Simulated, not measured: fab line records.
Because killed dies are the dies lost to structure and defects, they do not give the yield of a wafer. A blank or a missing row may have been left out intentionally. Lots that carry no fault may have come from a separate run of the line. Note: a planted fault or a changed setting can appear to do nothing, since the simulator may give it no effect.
A lot that was struck, set against a sound lot | flow n5-finfet | 32 steps out of a route of 1938
Sound: the wafers L404.2, L404.3, L404.6. Struck: wafer L409.5. (L409.2 of the same lot was not struck and is left out.) The cause comes at the end.
For every step that has rows: the tool of each side, followed by ch and its chambers, followed by its first start. Under that, the readings that differ: sound wafers | struck wafers | difference of the means | sigmas: that difference in standard deviations of wafers without a fault.
alike: a reading whose means differ by less than 2 such deviations, as well as words and numbers matching on both sides. not compared: withheld readings; readings where some wafer has no value; bounds like >300 that might hide an equal value; numbers whose values overlap and for which the record gives no deviation.
The two part at a step that has a row with sigmas, a row that says differs or no value, or rows on one side only. When numbers do not overlap yet have no deviation, they are printed without sigmas and do not part them. A reading missing from all wafers of one side parts the sides only when that side holds two or more wafers.

first, 7 steps without rows for these wafers: N5_BEOL_M15_COAT_22 (resist thk 800 nm); N5_BEOL_M15_EBR_24; N5_BEOL_M15_SOFTBAKE_23 (time 60 s); N5_BEOL_M15_EXPOSE_25 (exposes mask M15, target cd 400 nm); N5_BEOL_M15_PEB_26 (peb time 90 s); N5_BEOL_M15_DEVELOP_27 (develop time 45 s); N5_BEOL_M15_HARDBAKE_32 (time 120 s).
N5_BEOL_M15_CD_MEAS_28 targets a cd of 407.6 nm.
  sound on cd-sem-02 ch 0, day 14 23:55; struck on cd-sem-02 ch 0, day 16 07:16
  alike: cd-nm
N5_BEOL_M15_OVL_MEAS_29:
  sound on overlay-02 ch 0, day 14 23:57; struck on overlay-02 ch 0, day 16 07:18
  alike: M15_OVL
N5_BEOL_M15_INSPECT_30: inspects for defects (macro).
  sound: defect-inspect-01 at day 14 23:59; struck: defect-inspect-01 at day 16 07:20
  alike: raw-defect-count
N5_BEOL_M15_DESCUM_33: chemistry O2, time 7.9 s.
  sound on rie-diel-02 ch 0,2, day 15 00:24; struck on rie-diel-02 ch 1, day 16 07:22
  reading      | sound             | struck | difference | sigmas
  rf-vpp-V (V) | 240.9 241.6 243.0 | 245.1  | +3.3       | +2
  alike: drypump-motor-current-A, oes-product-au, rf-fwd-power-W, showerhead-plenum-p-Torr, throttle-valve-pct
  not compared: rf-hours-counter-h
then, 1 step without rows for these wafers: N5_BEOL_M15_ETCH_61 (etches BARC in N2/H2, target depth 89 nm, overetch 26.7 nm, time 67.9 s).
N5_BEOL_M15_TRENCH_ETCH_34: etches SiO2 in C4F8/O2/Ar, target depth 872.93 nm, time 199 s.
  sound on rie-diel-02 ch 0,2, day 15 00:29; struck on rie-diel-02 ch 1, day 16 07:27
  reading                                    | sound             | struck | difference | sigmas
  showerhead-plenum-p-Torr (Torr)            | 3.42 3.38 3.38    | 3.63   | +0.24      | +2
  model.etch.depth-nm (nm)                   | 875.1 892.9 891.4 | 1248   | +362       |
  model.coat_of_BEOL_M15_COAT_22.thk-nm (nm) | 535 533.6 536.2   | 469.2  | -65.7      |
  alike: bias-w, drypump-motor-current-A, oes-product-au, rf-fwd-power-W, rf-vpp-V, throttle-valve-pct
  not compared: rf-hours-counter-h
then, 3 steps without rows for these wafers: N5_BEOL_M15_STRIP_36 (strips in O2); N5_BEOL_M15_STRIP_62 (strips in O2); N5_BEOL_M15_STRIP_37 (strips in O2).
N5_BEOL_M15_ETCH_38: etches SiCN in CF4/N2, target depth 106.4 nm, time 120.5 s.
  sound: rie-diel-02 ch 0,1; struck: rie-diel-04 ch 1
  reading                         | sound             | struck | difference | sigmas
  rf-vpp-V (V)                    | 385.4 381.8 387.1 | 380.4  | -4.4       | -2
  showerhead-plenum-p-Torr (Torr) | 2.34 2.17 2.34    | 2.10   | -0.18      | -3
  alike: bias-w, drypump-motor-current-A, oes-product-au, rf-fwd-power-W, throttle-valve-pct
  not compared: rf-hours-counter-h
then, 3 steps without rows for these wafers: N5_BEOL_M15_PRECLEAN_39 (cleans in residue remover, time 60 s); N5_BEOL_M15_SRD_40 (time 30 s, dry time 30 s); N5_BEOL_M15_DEGAS_41 (time 60 s).
N5_BEOL_M15_PRE_CLEAN_42: time 30 s.
  sound: pvd-sputter-02 at day 15 03:00; struck: pvd-sputter-01 at day 16 09:35
  alike: heater-power-w
N5_BEOL_M15_SPUTTER_43: material TaN, target thk 15 nm, time 24.19 s.
  sound: pvd-sputter-02 at day 15 03:02; struck: pvd-sputter-01 at day 16 09:38
  alike: throttle-valve-pct
N5_BEOL_M15_SPUTTER_44: material Ta, target thk 15 nm, time 24.19 s.
  sound: pvd-sputter-02 at day 15 03:07; struck: pvd-sputter-01 at day 16 09:43
  alike: throttle-valve-pct
then, 3 steps without rows for these wafers: N5_BEOL_M15_SPUTTER_45 (material Cu, target thk 100 nm, time 16.67 s); N5_BEOL_M15_ECD_47 (material Cu, target thk 1860 nm); N5_BEOL_M15_ANNEAL_48 (time 90 s).
N5_BEOL_M15_CMP_49: polishes, stops on SiO2, t overpolish 4.9 s, target thk 850 nm.
  sound on cmp-03 ch 0,3, day 15 03:52; struck on cmp-03 ch 3, day 16 10:29
  reading                                 | sound             | struck | difference | sigmas
  model.Cu_of_BEOL_M15_ECD_47.thk-nm (nm) | 853.2 870.6 869.2 | 1225   | +361       |
  alike: motor-current-A, slurry-filter-dp-kPa
N5_BEOL_M15_THK_MEAS_50: measures by xrf.
  sound: film-metro-02 at day 15 04:10; struck: film-metro-01 at day 16 10:44
  reading      | sound       | struck | difference | sigmas
  M15_THK (nm) | 846 865 864 | 1261   | +403       | +29
then, 2 steps without rows for these wafers: N5_BEOL_M15_PRE_CLEAN_52 (time 15 s); N5_BEOL_M15_DEP_53 (deposits SiCN from 3MS/NH3, target thk 50 nm, time 17.8 s).
N5_BEOL_M15_RS_MEAS_54: measures by four-point-probe.
  sound: film-metro-02 at day 15 04:17; struck: film-metro-02 at day 16 10:52
  reading         | sound                | struck | difference | sigmas
  M15_RS (ohm/sq) | 0.0215 0.0210 0.0211 | 0.0149 | -0.0063    | -20
N5_BEOL_M15_INSPECT_55: inspects for defects (darkfield).
  sound: defect-inspect-02 at day 15 04:19; struck: defect-inspect-02 at day 16 10:53
  reading          | sound    | struck | difference | sigmas
  raw-defect-count | 52 75 38 | 126    | +71        | +3

== WHERE THEY PART ==
Last at N5_BEOL_M15_INSPECT_55 as far as this record goes, first at N5_BEOL_M15_DESCUM_33.

WHY: the cause the simulator had injected
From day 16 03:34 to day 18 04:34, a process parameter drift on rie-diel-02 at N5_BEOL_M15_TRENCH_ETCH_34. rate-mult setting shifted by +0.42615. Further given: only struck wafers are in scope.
